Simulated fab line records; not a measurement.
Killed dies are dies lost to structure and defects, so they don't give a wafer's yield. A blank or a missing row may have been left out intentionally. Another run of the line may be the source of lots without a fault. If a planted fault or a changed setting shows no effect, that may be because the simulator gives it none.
fab line records ; flow n5_finfet
record: lots: 10; wafers: 27; last_day: 18
route steps=1938 shown BEOL_M15@1812
lots with no fault: from the same line, run without faults
start_h: start of the lot's first displayed wafer, in hours after the record's first day ; wait_h: hours from the lot's prior step to this one ; " repeats the value in the row above ; L1.1+2: several wafers, shown together as one row ; - no value, or no start was given ; * or withheld: withheld ; < > ~ a bound
route shown NAME@n: NAME is a module with steps in the file, n the number in the route of the first one ; usual: the fault-free wafers' mean and standard deviation ; same: alike in all rows ; chamber/n: place in a boat ; sites: each site's reading ; _std_site: standard deviation of those values ; _edge_site: inner sites' mean taken away from outer sites' mean ; radius_mm: for every site, how far away it sits from the centre of the wafer ; mask NAME#n: copy n ; behind: the most recent tool/chamber to have shaped the wafer ; hold: why the lot went on hold/how many hours it stayed there/how the hold came to an end ; device: whichever transistor did not switch (one of n, p or np) ; end of line: the route-end tests of the same wafers ; for a step that has no rows: nothing shown but its recipe ; killed: not the wafer's yield, but the dies lost to structure and defects at the first sort ; map: a wafer's dies, x killed, . not, _ none there
set.NAME: the setting that was run; set.NAME@STEP: the one run at that earlier step ; model.NAME: the simulator's own value behind a step, which no gauge read
one table for each step of the route and one row for each wafer, over a sample of lots
services: a tool's chamber out of use, with start hour (start_h, from the record's first day; less than 0 if before it), hours out, and reason
== steps ==
step: N5_BEOL_M15_STRIP_62
recipe: chemistry: O2; power_w: 600; temp_c: 60; pressure_mtorr: 30; rf_frequency_hz: 6e+07; bias_power_w: 0; overash_fraction: 0.3; o2_flow_sccm: 225
usual: drypump_motor_current_A: 5.7/0.51; oes_product_au: 0.78/0.1; rf_vpp_V: 3.6/0.47; showerhead_plenum_p_Torr: 2.10/0.07; throttle_valve_pct: 16.75/0.25
lot.wafer;tool;chamber;start_h;wait_h;drypump_motor_current_A;oes_product_au;rf_hours_counter_h;rf_vpp_V;showerhead_plenum_p_Torr;throttle_valve_pct
L970.1;rie_diel-04;3;-;-;5.7;0.93;18;3.5;2.23;16.66
L970.4;rie_diel-04;2;-;-;5.5;0.73;200;4.2;2.17;16.81
L970.5;rie_diel-04;2;-;-;5.5;0.73;-;4.1;2.17;16.82
L969.1;rie_diel-05;2;-;-;5.5;0.89;19;3.3;2.05;16.25
L969.5;rie_diel-05;1;-;-;6.7;0.67;-;3.3;2.06;16.99
L969.6;rie_diel-05;0;-;-;5.4;0.66;-;3.3;2.06;16.89
L975.1;rie_diel-05;0;-;-;5.4;0.67;252;4.0;2.06;16.91
L975.2;rie_diel-05;2;-;-;5.5;0.89;25;3.6;2.05;16.24
L975.5;rie_diel-05;0;-;-;5.4;0.67;-;4.0;2.06;16.91
L973.1;rie_diel-02;3;-;-;4.8;0.71;232;2.7;2.07;16.99
L973.2;rie_diel-02;2;-;-;5.6;0.72;181;3.5;2.10;16.61
L973.5;rie_diel-02;3;-;-;4.8;0.70;-;3.1;2.07;17.00
L979.3;rie_diel-05;1;-;-;6.7;0.67;255;3.7;2.06;17.01
L979.5;rie_diel-05;3;-;-;5.6;0.69;-;3.4;2.06;17.27
L979.6;rie_diel-05;2;-;-;5.5;0.86;-;3.8;2.04;16.29
L978.1;rie_diel-02;3;-;-;4.7;0.69;240;3.3;2.07;17.01
L978.3;rie_diel-02;0;-;-;6.0;0.94;10;3.7;2.06;16.69
L978.4;rie_diel-02;2;-;-;5.6;0.71;190;3.0;2.09;16.61
L980.1;rie_diel-05;0;-;-;5.4;0.96;8;3.9;2.05;16.46
L980.2;rie_diel-05;2;-;-;5.5;0.86;48;3.9;2.04;16.31
L980.3;rie_diel-05;3;-;-;5.6;0.68;247;2.9;2.06;17.26
L984.4;rie_diel-02;0;-;-;6.0;0.90;20;3.1;2.05;16.71
L984.5;rie_diel-02;0;-;-;6.0;0.91;-;3.4;2.05;16.72
L986.3;rie_diel-04;3;-;-;5.6;0.88;51;3.4;2.22;16.72
L986.5;rie_diel-04;0;-;-;6.1;0.68;-;3.8;2.07;16.97
L989.2;rie_diel-02;0;-;-;6.0;0.89;34;3.3;2.05;16.74
L989.4;rie_diel-02;0;-;-;6.0;0.88;-;3.7;2.05;16.75
step: N5_BEOL_M15_SPUTTER_43
recipe: material: TaN; target_thk_a: 150; temp_c: 50; bias_v: 168.6; power_w: 15000; chamber_pressure_pa: 0.12; time_s: 24.19
usual: cathode_dc_power_W: 15000/2.9; substrate_temp_c: 49.99/0.12; throttle_valve_pct: 29.5/0.78
lot.wafer;tool;chamber;start_h;wait_h;cathode_dc_power_W;substrate_temp_c;throttle_valve_pct
L970.1;pvd_sputter-02;-;285.97;0.0;15001;50.08;29.3
L970.4;pvd_sputter-02;-;285.97;0.0;15000;49.98;27.9
L970.5;pvd_sputter-02;-;285.97;0.0;14997;50.03;29.7
L969.1;pvd_sputter-02;-;296.36;0.0;14997;49.89;27.8
L969.5;pvd_sputter-02;-;296.36;0.0;14996;50.02;28.1
L969.6;pvd_sputter-02;-;296.36;0.0;15000;50.19;29.3
L975.1;pvd_sputter-01;-;311.33;0.0;14997;50.03;30.5
L975.2;pvd_sputter-01;-;311.33;0.0;15005;49.78;29.6
L975.5;pvd_sputter-01;-;311.33;0.0;14999;50.24;29.7
L973.1;pvd_sputter-02;-;330.72;0.0;15003;50.10;29.8
L973.2;pvd_sputter-02;-;330.72;0.0;15000;50.09;30.3
L973.5;pvd_sputter-02;-;330.72;0.0;15000;50.01;30.3
L979.3;pvd_sputter-03;-;343.64;0.0;15001;49.93;29.9
L979.5;pvd_sputter-03;-;343.64;0.0;14999;49.84;29.8
L979.6;pvd_sputter-03;-;343.64;0.0;15003;49.84;30.1
L978.1;pvd_sputter-02;-;355.81;0.0;15002;49.82;27.9
L978.3;pvd_sputter-02;-;355.81;0.0;14994;50.04;30.5
L978.4;pvd_sputter-02;-;355.81;0.0;14999;49.99;29.2
L980.1;pvd_sputter-03;-;359.05;0.0;14999;50.01;29.5
L980.2;pvd_sputter-03;-;359.05;0.0;15004;50.02;28.6
L980.3;pvd_sputter-03;-;359.05;0.0;15001;49.98;29.4
L984.4;pvd_sputter-02;-;386.13;0.0;15001;50.16;29.6
L984.5;pvd_sputter-02;-;386.13;0.0;15002;50.01;29.3
L986.3;pvd_sputter-02;-;396.40;0.0;14997;49.82;29.2
L986.5;pvd_sputter-02;-;396.40;0.0;15000;49.93;30.4
L989.2;pvd_sputter-02;-;424.66;0.0;14999;49.88;29.2
L989.4;pvd_sputter-02;-;424.66;0.0;14995;49.94;28.2
step: N5_BEOL_M15_SPUTTER_44
recipe: material: Ta; target_thk_a: 150; temp_c: 50; bias_v: 80; power_w: 15000; chamber_pressure_pa: 0.07; time_s: 24.19
usual: cathode_dc_power_W: 15000/2.8; substrate_temp_c: 50.00/0.11; throttle_valve_pct: 29.5/0.78
lot.wafer;tool;chamber;start_h;wait_h;cathode_dc_power_W;substrate_temp_c;throttle_valve_pct
L970.1;pvd_sputter-02;-;286.05;0.0;15002;49.84;29.3
L970.4;pvd_sputter-02;-;286.05;0.0;14999;49.90;28.3
L970.5;pvd_sputter-02;-;286.05;0.0;14996;50.03;29.7
L969.1;pvd_sputter-02;-;296.44;0.0;14999;50.02;27.9
L969.5;pvd_sputter-02;-;296.44;0.0;15001;49.97;28.4
L969.6;pvd_sputter-02;-;296.44;0.0;14997;50.13;29.2
L975.1;pvd_sputter-01;-;311.41;0.0;15001;49.93;30.6
L975.2;pvd_sputter-01;-;311.41;0.0;15000;49.91;29.8
L975.5;pvd_sputter-01;-;311.41;0.0;15002;49.98;29.5
L973.1;pvd_sputter-02;-;330.80;0.0;15000;49.85;29.8
L973.2;pvd_sputter-02;-;330.80;0.0;15000;50.05;30.5
L973.5;pvd_sputter-02;-;330.80;0.0;15006;49.95;30.5
L979.3;pvd_sputter-03;-;343.72;0.0;15002;50.01;29.6
L979.5;pvd_sputter-03;-;343.72;0.0;14998;49.91;29.8
L979.6;pvd_sputter-03;-;343.72;0.0;15002;50.12;30.4
L978.1;pvd_sputter-02;-;355.89;0.0;15003;49.98;28.1
L978.3;pvd_sputter-02;-;355.89;0.0;15001;49.97;30.5
L978.4;pvd_sputter-02;-;355.89;0.0;14999;50.11;29.4
L980.1;pvd_sputter-03;-;359.13;0.0;15000;50.17;29.7
L980.2;pvd_sputter-03;-;359.13;0.0;14997;50.18;28.6
L980.3;pvd_sputter-03;-;359.13;0.0;15000;49.90;29.1
L984.4;pvd_sputter-02;-;386.21;0.0;15000;49.89;29.7
L984.5;pvd_sputter-02;-;386.21;0.0;14999;50.10;29.4
L986.3;pvd_sputter-02;-;396.48;0.0;14997;49.89;29.5
L986.5;pvd_sputter-02;-;396.48;0.0;15002;50.06;30.2
L989.2;pvd_sputter-02;-;424.74;0.0;15004;50.21;29.2
L989.4;pvd_sputter-02;-;424.74;0.0;15000;50.21;28.0
step: N5_BEOL_M15_SPUTTER_45
recipe: material: Cu; target_thk_a: 1000; temp_c: -20; bias_v: 60; power_w: 26000; chamber_pressure_pa: 0.13; time_s: 16.67
usual: cathode_dc_power_W: 26001/4.6; substrate_temp_c: -20.01/0.1; throttle_valve_pct: 29.5/0.79
lot.wafer;tool;chamber;start_h;wait_h;cathode_dc_power_W;substrate_temp_c;throttle_valve_pct
L970.1;pvd_sputter-02;-;286.13;0.0;25998;-20.10;29.2
L970.4;pvd_sputter-02;-;286.13;0.0;25993;-19.95;27.9
L970.5;pvd_sputter-02;-;286.13;0.0;25998;-20.14;29.5
L969.1;pvd_sputter-02;-;296.52;0.0;25997;-20.13;27.7
L969.5;pvd_sputter-02;-;296.52;0.0;25997;-20.05;27.9
L969.6;pvd_sputter-02;-;296.52;0.0;26004;-19.95;29.4
L975.1;pvd_sputter-01;-;311.49;0.0;26002;-19.98;30.4
L975.2;pvd_sputter-01;-;311.49;0.0;26002;-20.03;29.8
L975.5;pvd_sputter-01;-;311.49;0.0;26002;-20.02;29.5
L973.1;pvd_sputter-02;-;330.88;0.0;26004;-19.83;29.5
L973.2;pvd_sputter-02;-;330.88;0.0;25997;-19.97;30.5
L973.5;pvd_sputter-02;-;330.88;0.0;26007;-19.92;30.4
L979.3;pvd_sputter-03;-;343.80;0.0;25999;-20.08;29.7
L979.5;pvd_sputter-03;-;343.80;0.0;26001;-20.05;29.6
L979.6;pvd_sputter-03;-;343.80;0.0;25997;-20.01;30.2
L978.1;pvd_sputter-02;-;355.97;0.0;26005;-20.10;27.8
L978.3;pvd_sputter-02;-;355.97;0.0;25999;-19.94;30.4
L978.4;pvd_sputter-02;-;355.97;0.0;25995;-20.17;29.1
L980.1;pvd_sputter-03;-;359.21;0.0;25999;-19.95;29.8
L980.2;pvd_sputter-03;-;359.21;0.0;25996;-20.19;28.7
L980.3;pvd_sputter-03;-;359.21;0.0;26002;-20.10;29.2
L984.4;pvd_sputter-02;-;386.29;0.0;26000;-20.06;29.7
L984.5;pvd_sputter-02;-;386.29;0.0;25993;-19.92;29.2
L986.3;pvd_sputter-02;-;396.56;0.0;25994;-20.06;29.1
L986.5;pvd_sputter-02;-;396.56;0.0;26004;-19.77;30.4
L989.2;pvd_sputter-02;-;424.82;0.0;26003;-20.02;29.3
L989.4;pvd_sputter-02;-;424.82;0.0;26001;-20.16;28.0
step: N5_BEOL_M15_CMP_49
recipe: stop_on: SiO2; t_overpolish_s: 4.9; down_force_psi: 2; platen_rpm: 80; clearing_platen_down_force_psi: 2; clearing_platen_rpm: 80; post_cmp_clean: cu_alkaline; target_thk_nm: 850; clearing_platen_pad_velocity_m_s: 1.5917; pad_velocity_m_s: 1.5917
usual: barrier_field_endpoint_s: 11.40/0.28; motor_current_A: 7.9/1.3; pad_life_wafers: 1096/550; slurry_filter_dp_kPa: 13.49/0.13
lot.wafer;tool;chamber;start_h;wait_h;barrier_field_endpoint_s;motor_current_A;pad_life_wafers;slurry_filter_dp_kPa
L970.1;cmp-04;0;286.79;0.3;11.42;8.9;834;13.47
L970.4;cmp-04;2;286.79;0.3;11.32;6.8;836;13.50
L970.5;cmp-04;0;286.79;0.3;11.47;8.5;-;13.41
L969.1;cmp-02;2;297.33;0.4;11.61;9.2;165;13.70
L969.5;cmp-02;3;297.33;0.4;11.62;7.2;-;13.37
L969.6;cmp-02;0;297.33;0.4;11.55;7.4;-;13.32
L975.1;cmp-03;0;312.44;0.3;11.56;6.0;1346;13.21
L975.2;cmp-03;1;312.44;0.3;11.36;8.8;1347;13.44
L975.5;cmp-03;2;312.44;0.3;11.73;6.4;-;13.62
L973.1;cmp-03;0;331.76;0.3;11.04;6.5;1526;13.54
L973.2;cmp-03;1;331.76;0.3;11.20;9.2;1527;13.55
L973.5;cmp-03;3;331.76;0.3;11.10;9.7;-;13.59
L979.3;cmp-02;2;344.50;0.2;11.41;9.1;559;13.49
L979.5;cmp-02;1;344.50;0.2;11.38;8.6;-;13.49
L979.6;cmp-02;2;344.50;0.2;11.27;8.6;-;13.36
L978.1;cmp-02;1;356.95;0.3;11.33;9.0;660;13.60
L978.3;cmp-02;2;356.95;0.3;11.09;9.0;661;13.33
L978.4;cmp-02;3;356.95;0.3;11.22;7.6;662;13.63
L980.2;cmp-04;0;359.86;0.2;11.70;8.8;1494;13.42
L980.3;cmp-04;1;359.86;0.2;11.53;7.4;1495;13.50
L980.1;cmp-04;2;359.86;0.2;11.69;6.6;1496;13.42
L984.4;cmp-04;0;387.09;0.2;8.03;9.0;1706;13.58
L984.5;cmp-04;3;387.09;0.2;7.93;6.8;-;13.49
L986.3;cmp-03;1;397.39;0.3;11.29;8.7;2091;13.51
L986.5;cmp-03;2;397.39;0.3;8.10;6.2;-;13.35
L989.2;cmp-03;2;425.49;0.2;11.65;6.4;144;13.43
L989.4;cmp-03;3;425.49;0.2;8.16;9.8;145;13.32
== services ==
tool;chamber;start_h;hours;kind
rie_diel-02;3;267.45;4.0;repair
cmp-02;-;271.97;4.0;pm
rie_diel-02;-;275.75;2.8;pm
cmp-03;-;309.49;1.3;repair
rie_diel-05;0;325.56;-;clean
rie_diel-05;0;325.56;-;consumable_replace:focus_ring
rie_diel-05;0;325.56;16.5;scheduled_down
rie_diel-05;0;325.56;16.5;vent_cycle
rie_diel-05;1;347.76;-;clean
rie_diel-05;1;347.76;-;consumable_replace:focus_ring
rie_diel-05;1;347.76;19.1;scheduled_down
rie_diel-05;1;347.76;19.1;vent_cycle
cmp-02;-;357.88;1.3;repair
rie_diel-05;3;368.40;-;clean
cmp-04;-;382.06;1.2;repair
cmp-04;-;396.11;1.5;repair
pvd_sputter-01;-;397.33;2.9;repair
rie_diel-02;3;398.43;8.6;repair
cmp-04;-;402.17;6.0;pm
cmp-03;-;405.07;4.0;pm
cmp-02;-;408.29;3.6;pm
cmp-02;-;412.21;4.8;pm
cmp-04;-;413.89;1.0;repair
rie_diel-02;2;422.69;3.9;repair
== key ==
first_sign: step: N5_BEOL_M15_CMP_49; reading: barrier_field_endpoint_s; direction: down; sigmas: 12; usual: 11.40; struck: 8.06
effect none on later readings
met_at N5_BEOL_M15_SPUTTER_44
struck_lots L984,L986,L989
struck_wafers L984.4,L984.5,L986.5,L989.4
not_acting_at N5_BEOL_M15_STRIP_62,N5_BEOL_M15_SPUTTER_43,N5_BEOL_M15_SPUTTER_45
onset_between 355.89 386.21
fault: kind: process_parameter_drift; tool: pvd_sputter-02; chamber: -; onset_h: 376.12; steps: N5_BEOL_M15_SPUTTER_44; channel: time_s; offset: *; shape: step; end_h: 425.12; scope: struck_wafers_only; acts_in: *; stated: *
